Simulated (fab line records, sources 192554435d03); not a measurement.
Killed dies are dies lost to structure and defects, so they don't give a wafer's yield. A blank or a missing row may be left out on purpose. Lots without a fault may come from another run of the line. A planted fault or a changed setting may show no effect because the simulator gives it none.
Which tool did it? | flow n5_finfet | 24 lots, 72 wafers sampled, at 6 steps of a route of 1938

WHAT THE GAUGES READ, wafer by wafer
N5_BEOL_M4_CD_MEAS_18: pitch 36 nm, target cd 18 nm. Usual: cd_nm 17.9 nm, standard deviation 0.43.
lot  | measured     | on        | cd_nm (nm)     | flag
L075 | day 7 10:58  | cd_sem-01 | 18.4 17.9 17.5 |
L074 | day 7 11:25  | cd_sem-01 | 18.4 18.2 17.5 |
L076 | day 7 19:04  | cd_sem-03 | 18.8 18.3 18.0 |
L077 | day 8 10:44  | cd_sem-01 | 18.3 17.4 18.2 |
L078 | day 8 11:52  | cd_sem-03 | 18.1 17.8 17.5 |
L079 | day 8 16:28  | cd_sem-02 | 18.2 17.6 17.1 |
L080 | day 9 00:22  | cd_sem-02 | 18.3 18.4 18.3 |
L081 | day 9 15:04  | cd_sem-03 | 18.2 17.9 17.6 |
L083 | day 9 17:43  | cd_sem-03 | 17.7 17.4 17.0 |
L082 | day 9 15:18  | cd_sem-03 | 17.4 17.9 17.5 |
L084 | day 9 21:13  | cd_sem-01 | 18.5 18.5 18.0 |
L086 | day 10 07:18 | cd_sem-02 | 18.0 17.2 18.4 |
L087 | day 10 16:04 | cd_sem-02 | 17.6 18.5 17.9 |
L085 | day 10 19:47 | cd_sem-02 | 17.8 18.0 18.0 |
L088 | day 10 21:11 | cd_sem-03 | 18.4 17.9 18.1 |
L089 | day 11 08:41 | cd_sem-02 | 17.0 17.5 17.6 |
L090 | day 11 09:32 | cd_sem-01 | 18.4 17.4 17.5 |
L091 | day 11 17:43 | cd_sem-03 | 18.0 18.2 18.2 |
L093 | day 12 08:23 | cd_sem-02 | 18.2 17.9 18.0 |
L094 | day 12 19:41 | cd_sem-01 | 17.8 17.2 18.2 |
L092 | day 12 20:38 | cd_sem-03 | 18.3 17.6 17.8 |
L095 | day 13 04:28 | cd_sem-02 | 18.1 17.5 17.7 |
L096 | day 13 17:34 | cd_sem-03 | 18.4 18.7 17.3 |
L097 | day 14 01:22 | cd_sem-02 | 17.7 18.1 18.1 |

WHICH TOOL RAN EACH LOT (tool, then ch and the chambers of the sampled wafers, then the start)
lot  | N5_BEOL_M3_ANNEAL_80         | N5_BEOL_M3_SPUTTER_90        | N5_BEOL_M3_ANNEAL_95         | N5_BEOL_M3_CO_CAP_55             | N5_BEOL_M4_DESCUM_16
L075 | pvd_sputter-02, day 7 05:18  | pvd_sputter-02, day 7 06:06  | pvd_sputter-02, day 7 06:37  | cvd_co-01 ch 1,2, day 7 08:05    | rie_diel-06 ch 1,3, day 7 10:32
L074 | pvd_sputter-01, day 7 06:47  | pvd_sputter-01, day 7 07:35  | pvd_sputter-01, day 7 08:07  | cvd_co-01 ch 0,1,2, day 7 09:23  | rie_diel-04 ch 0,2,3, day 7 10:58
L076 | pvd_sputter-02, day 7 11:49  | pvd_sputter-02, day 7 12:37  | pvd_sputter-02, day 7 13:08  | cvd_co-02 ch 0,1,2, day 7 14:09  | rie_diel-04 ch 0,2,3, day 7 18:38
L077 | pvd_sputter-02, day 8 04:43  | pvd_sputter-02, day 8 05:31  | pvd_sputter-02, day 8 06:02  | cvd_co-01 ch 0,2, day 8 07:26    | rie_diel-05 ch 0,1, day 8 10:04
L078 | pvd_sputter-01, day 8 07:31  | pvd_sputter-01, day 8 08:19  | pvd_sputter-01, day 8 08:50  | cvd_co-01 ch 0,2, day 8 09:50    | rie_diel-05 ch 1,2, day 8 11:25
L079 | pvd_sputter-02, day 8 12:26  | pvd_sputter-02, day 8 13:14  | pvd_sputter-02, day 8 13:46  | cvd_co-01 ch 0,1,2, day 8 14:46  | rie_diel-04 ch 0,1,2, day 8 16:01
L080 | pvd_sputter-02, day 8 19:53  | pvd_sputter-02, day 8 20:41  | pvd_sputter-02, day 8 21:12  | cvd_co-01 ch 0,2, day 8 22:13    | rie_diel-04 ch 0,2, day 8 23:56
L081 | pvd_sputter-03, day 9 05:40  | pvd_sputter-03, day 9 06:28  | pvd_sputter-03, day 9 06:59  | cvd_co-02 ch 1,2, day 9 08:33    | rie_diel-06 ch 1,2,3, day 9 14:29
L083 | pvd_sputter-02, day 9 08:23  | pvd_sputter-02, day 9 09:11  | pvd_sputter-02, day 9 13:33  | cvd_co-01 ch 0,1, day 9 14:37    | rie_diel-06 ch 1,2,3, day 9 17:09
L082 | pvd_sputter-01, day 9 10:22  | pvd_sputter-01, day 9 11:10  | pvd_sputter-01, day 9 11:41  | cvd_co-02 ch 0,2, day 9 12:41    | rie_diel-06 ch 1,2, day 9 14:46
L084 | pvd_sputter-03, day 9 14:53  | pvd_sputter-03, day 9 15:41  | pvd_sputter-03, day 9 16:13  | cvd_co-02 ch 0,1,2, day 9 17:17  | rie_diel-05 ch 1, day 9 20:16
L086 | pvd_sputter-01, day 10 03:01 | pvd_sputter-01, day 10 03:49 | pvd_sputter-01, day 10 04:20 | cvd_co-01 ch 1,2, day 10 05:20   | rie_diel-05 ch 1,2, day 10 06:52
L087 | pvd_sputter-03, day 10 10:41 | pvd_sputter-03, day 10 11:29 | pvd_sputter-03, day 10 12:01 | cvd_co-01 ch 0,1, day 10 13:18   | rie_diel-05 ch 0,1,2, day 10 15:26
L085 | pvd_sputter-01, day 10 13:52 | pvd_sputter-01, day 10 14:40 | pvd_sputter-01, day 10 15:11 | cvd_co-01 ch 0,1,2, day 10 16:12 | rie_diel-05 ch 1,3, day 10 19:20
L088 | pvd_sputter-03, day 10 16:23 | pvd_sputter-03, day 10 17:11 | pvd_sputter-03, day 10 17:43 | cvd_co-02 ch 0,2, day 10 18:43   | rie_diel-04 ch 1,2,3, day 10 20:42
L089 | pvd_sputter-02, day 11 03:11 | pvd_sputter-02, day 11 03:59 | pvd_sputter-02, day 11 04:31 | cvd_co-01 ch 1,2, day 11 05:46   | rie_diel-04 ch 0,1,3, day 11 08:16
L090 | pvd_sputter-01, day 11 04:51 | pvd_sputter-01, day 11 05:39 | pvd_sputter-01, day 11 06:10 | cvd_co-01 ch 1,2, day 11 07:14   | rie_diel-04 ch 0,2, day 11 09:01
L091 | pvd_sputter-01, day 11 13:40 | pvd_sputter-01, day 11 14:28 | pvd_sputter-01, day 11 14:59 | cvd_co-01 ch 1,2, day 11 16:01   | rie_diel-06 ch 0,1,3, day 11 17:08
L093 | pvd_sputter-03, day 12 02:56 | pvd_sputter-03, day 12 03:53 | pvd_sputter-03, day 12 04:55 | cvd_co-01 ch 0,1, day 12 06:09   | rie_diel-04 ch 0,1,3, day 12 07:52
L094 | pvd_sputter-01, day 12 15:11 | pvd_sputter-01, day 12 15:59 | pvd_sputter-01, day 12 16:30 | cvd_co-02 ch 0,1, day 12 17:30   | rie_diel-06 ch 0,1,2, day 12 19:07
L092 | pvd_sputter-02, day 12 15:52 | pvd_sputter-02, day 12 16:40 | pvd_sputter-02, day 12 17:11 | cvd_co-02 ch 0,1,2, day 12 18:11 | rie_diel-06 ch 0,2,3, day 12 20:12
L095 | pvd_sputter-03, day 12 23:50 | pvd_sputter-03, day 13 00:38 | pvd_sputter-03, day 13 01:09 | cvd_co-02 ch 1,2, day 13 02:11   | rie_diel-04 ch 0,1, day 13 03:59
L096 | pvd_sputter-03, day 13 12:11 | pvd_sputter-03, day 13 12:59 | pvd_sputter-03, day 13 13:30 | cvd_co-01 ch 0,1,2, day 13 14:32 | rie_diel-05 ch 0,1, day 13 17:07
L097 | pvd_sputter-03, day 13 19:09 | pvd_sputter-03, day 13 19:57 | pvd_sputter-03, day 13 20:28 | cvd_co-02 ch 0,1, day 13 21:29   | rie_diel-04 ch 1,3, day 14 00:53
- N5_BEOL_M3_ANNEAL_80: time 240 s.
- N5_BEOL_M3_SPUTTER_90: material Cu, target thk 4.5 nm, time 8.29 s.
- N5_BEOL_M3_ANNEAL_95: time 240 s.
- N5_BEOL_M3_CO_CAP_55: material Co, precursor CCTBA/H2, target thk 2 nm, time 102.1 s.
- N5_BEOL_M4_DESCUM_16: chemistry O2, time 7 s.

WHAT THE TOOLS THEMSELVES READ (means of the sampled wafers that have a number; where no wafer has one, the mark that the record gives instead)
N5_BEOL_M3_ANNEAL_80. Usual: heater_power_w 823 W, standard deviation 69.
lot  | tool           | heater_power_w (W) | flag
L075 | pvd_sputter-02 | 857                |
L074 | pvd_sputter-01 | 801                |
L076 | pvd_sputter-02 | 914                |
L077 | pvd_sputter-02 | 907                |
L078 | pvd_sputter-01 | 745                |
L079 | pvd_sputter-02 | 821                |
L080 | pvd_sputter-02 | 886                |
L081 | pvd_sputter-03 | 807                |
L083 | pvd_sputter-02 | 870                |
L082 | pvd_sputter-01 | 807                |
L084 | pvd_sputter-03 | 811                |
L086 | pvd_sputter-01 | 772                |
L087 | pvd_sputter-03 | 806                |
L085 | pvd_sputter-01 | 758                |
L088 | pvd_sputter-03 | 845                |
L089 | pvd_sputter-02 | 836                |
L090 | pvd_sputter-01 | 777                |
L091 | pvd_sputter-01 | 814                |
L093 | pvd_sputter-03 | 794                |
L094 | pvd_sputter-01 | 818                |
L092 | pvd_sputter-02 | 866                |
L095 | pvd_sputter-03 | 797                |
L096 | pvd_sputter-03 | 835                |
L097 | pvd_sputter-03 | 836                |

N5_BEOL_M3_SPUTTER_90. Usual: chuck_sensor_temp_C -16.2 C, standard deviation 0.55; throttle_valve_pct 29.8 %, standard deviation 0.99.
lot  | tool           | chuck_sensor_temp_C (C) | throttle_valve_pct (%) | flag
L075 | pvd_sputter-02 | -15.9                   | 29.2                   |
L074 | pvd_sputter-01 | -16.6                   | 30.0                   |
L076 | pvd_sputter-02 | -16.1                   | 29.3                   |
L077 | pvd_sputter-02 | -15.9                   | 29.4                   |
L078 | pvd_sputter-01 | -15.6                   | 29.5                   |
L079 | pvd_sputter-02 | -15.8                   | 29.9                   |
L080 | pvd_sputter-02 | -16.2                   | 28.8                   |
L081 | pvd_sputter-03 | -16.1                   | 30.5                   |
L083 | pvd_sputter-02 | -16.3                   | 28.2                   |
L082 | pvd_sputter-01 | -16.5                   | 29.9                   |
L084 | pvd_sputter-03 | -16.3                   | 30.6                   |
L086 | pvd_sputter-01 | -16.6                   | 29.8                   |
L087 | pvd_sputter-03 | -16.2                   | 30.8                   |
L085 | pvd_sputter-01 | -16.2                   | 29.9                   |
L088 | pvd_sputter-03 | -16.4                   | 29.3                   |
L089 | pvd_sputter-02 | -15.7                   | 29.9                   |
L090 | pvd_sputter-01 | -15.5                   | 29.4                   |
L091 | pvd_sputter-01 | -16.9                   | 30.3                   |
L093 | pvd_sputter-03 | -16.4                   | 30.6                   |
L094 | pvd_sputter-01 | -16.8                   | 30.3                   |
L092 | pvd_sputter-02 | -16.0                   | 29.3                   |
L095 | pvd_sputter-03 | -16.5                   | 30.0                   |
L096 | pvd_sputter-03 | -16.2                   | 29.9                   |
L097 | pvd_sputter-03 | -16.4                   | 30.2                   |

N5_BEOL_M3_ANNEAL_95. Usual: heater_power_w 822 W, standard deviation 69.
lot  | tool           | heater_power_w (W) | flag
L075 | pvd_sputter-02 | 853                |
L074 | pvd_sputter-01 | 813                |
L076 | pvd_sputter-02 | 897                |
L077 | pvd_sputter-02 | 911                |
L078 | pvd_sputter-01 | 758                |
L079 | pvd_sputter-02 | 847                |
L080 | pvd_sputter-02 | 879                |
L081 | pvd_sputter-03 | 799                |
L083 | pvd_sputter-02 | 871                |
L082 | pvd_sputter-01 | 815                |
L084 | pvd_sputter-03 | 802                |
L086 | pvd_sputter-01 | 763                |
L087 | pvd_sputter-03 | 796                |
L085 | pvd_sputter-01 | 765                |
L088 | pvd_sputter-03 | 832                |
L089 | pvd_sputter-02 | 841                |
L090 | pvd_sputter-01 | 785                |
L091 | pvd_sputter-01 | 808                |
L093 | pvd_sputter-03 | 793                |
L094 | pvd_sputter-01 | 817                |
L092 | pvd_sputter-02 | 863                |
L095 | pvd_sputter-03 | 812                |
L096 | pvd_sputter-03 | 838                |
L097 | pvd_sputter-03 | 827                |

N5_BEOL_M3_CO_CAP_55. Usual: heater_power_w 251 W, standard deviation 31.
lot  | tool      | heater_power_w (W) | flag
L075 | cvd_co-01 | 236                |
L074 | cvd_co-01 | 232                |
L076 | cvd_co-02 | 278                |
L077 | cvd_co-01 | 226                |
L078 | cvd_co-01 | 235                |
L079 | cvd_co-01 | 234                |
L080 | cvd_co-01 | 224                |
L081 | cvd_co-02 | 297                |
L083 | cvd_co-01 | 246                |
L082 | cvd_co-02 | 262                |
L084 | cvd_co-02 | 277                |
L086 | cvd_co-01 | 236                |
L087 | cvd_co-01 | 253                |
L085 | cvd_co-01 | 238                |
L088 | cvd_co-02 | 253                |
L089 | cvd_co-01 | 224                |
L090 | cvd_co-01 | 235                |
L091 | cvd_co-01 | 236                |
L093 | cvd_co-01 | 247                |
L094 | cvd_co-02 | 304                |
L092 | cvd_co-02 | 282                |
L095 | cvd_co-02 | 272                |
L096 | cvd_co-01 | 238                |
L097 | cvd_co-02 | 287                |

N5_BEOL_M4_DESCUM_16. Usual: drypump_motor_current_A 5.7 A, standard deviation 0.42; oes_product_au 0.79 a.u., standard deviation 0.1; rf_fwd_power_W 49.29 W, standard deviation 0.22; rf_vpp_V 242.8 V, standard deviation 1.5; showerhead_plenum_p_Torr 2.08 Torr, standard deviation 0.09; throttle_valve_pct 20.32 %, standard deviation 0.27.
lot  | tool        | drypump_motor_current_A (A) | oes_product_au (a.u.) | rf_fwd_power_W (W) | rf_vpp_V (V) | showerhead_plenum_p_Torr (Torr) | throttle_valve_pct (%) | flag
L075 | rie_diel-06 | 6.2                         | 0.76                  | 49.47              | 243.7        | 2.06                            | 20.63                  |
L074 | rie_diel-04 | 5.6                         | 0.77                  | 49.25              | 243.8        | 2.08                            | 20.33                  |
L076 | rie_diel-04 | 5.6                         | 0.77                  | 49.15              | 242.7        | 2.08                            | 20.34                  |
L077 | rie_diel-05 | 5.9                         | 0.80                  | 49.06              | 242.8        | 2.04                            | 20.44                  |
L078 | rie_diel-05 | 5.7                         | 0.81                  | 49.26              | 242.8        | 2.09                            | 20.24                  |
L079 | rie_diel-04 | 5.5                         | 0.70                  | 49.16              | 242.7        | 2.06                            | 20.41                  |
L080 | rie_diel-04 | 5.7                         | 0.70                  | 49.10              | 241.8        | 2.06                            | 20.51                  |
L081 | rie_diel-06 | 6.0                         | 0.75                  | 49.32              | 242.4        | 2.02                            | 20.50                  |
L083 | rie_diel-06 | 6.0                         | 0.73                  | 49.30              | 241.3        | 2.02                            | 20.51                  |
L082 | rie_diel-06 | 5.7                         | 0.69                  | 49.21              | 240.8        | 2.01                            | 20.60                  |
L084 | rie_diel-05 | 6.0                         | 0.85                  | 49.23              | 242.0        | 2.05                            | 20.25                  |
L086 | rie_diel-05 | 5.7                         | 0.79                  | 49.05              | 242.8        | 2.08                            | 20.26                  |
L087 | rie_diel-05 | 5.6                         | 0.82                  | 49.25              | 243.7        | 2.16                            | 20.32                  |
L085 | rie_diel-05 | 5.9                         | 0.89                  | 49.12              | 243.6        | 2.05                            | 20.27                  |
L088 | rie_diel-04 | 5.4                         | 0.74                  | 49.26              | 242.7        | 2.07                            | 20.27                  |
L089 | rie_diel-04 | 5.4                         | 0.82                  | 49.24              | 243.0        | 2.09                            | 20.06                  |
L090 | rie_diel-04 | 5.7                         | 0.86                  | 49.17              | 244.6        | 2.23                            | 20.32                  |
L091 | rie_diel-06 | 6.3                         | 0.90                  | 49.53              | 242.1        | 2.04                            | 20.32                  |
L093 | rie_diel-04 | 5.4                         | 0.81                  | 49.39              | 243.3        | 2.09                            | 20.07                  |
L094 | rie_diel-06 | 6.0                         | 0.84                  | 49.34              | 242.1        | 2.03                            | 20.43                  |
L092 | rie_diel-06 | 6.2                         | 0.79                  | 49.20              | 242.5        | 2.01                            | 20.33                  |
L095 | rie_diel-04 | 5.5                         | 0.82                  | 49.26              | 243.6        | 2.16                            | 20.15                  |
L096 | rie_diel-05 | 6.0                         | 0.82                  | 49.18              | 242.3        | 2.11                            | 20.35                  |
L097 | rie_diel-04 | 5.3                         | 0.76                  | 49.49              | 242.0        | 2.01                            | 20.03                  |

THE ANSWER, worked out from the rows above alone
Rule: a lot is off if the mean of its wafers that have a number lies more than 3 standard deviations from the usual mean. A lot without any number at a reading at which 4 lots or more have one is off too. The other lots that the step has rows for count as sound. The gauges are gone through in route order, then the tools' own readings, and for those a lot's mean is taken as printed above. The first step at which some lot is off is used, and at that step the reading that is off furthest; a lot without a number counts as furthest.
No lot is off at any reading shown: from this, nothing can be told.

WHAT THE SIMULATOR HAD PUT IN
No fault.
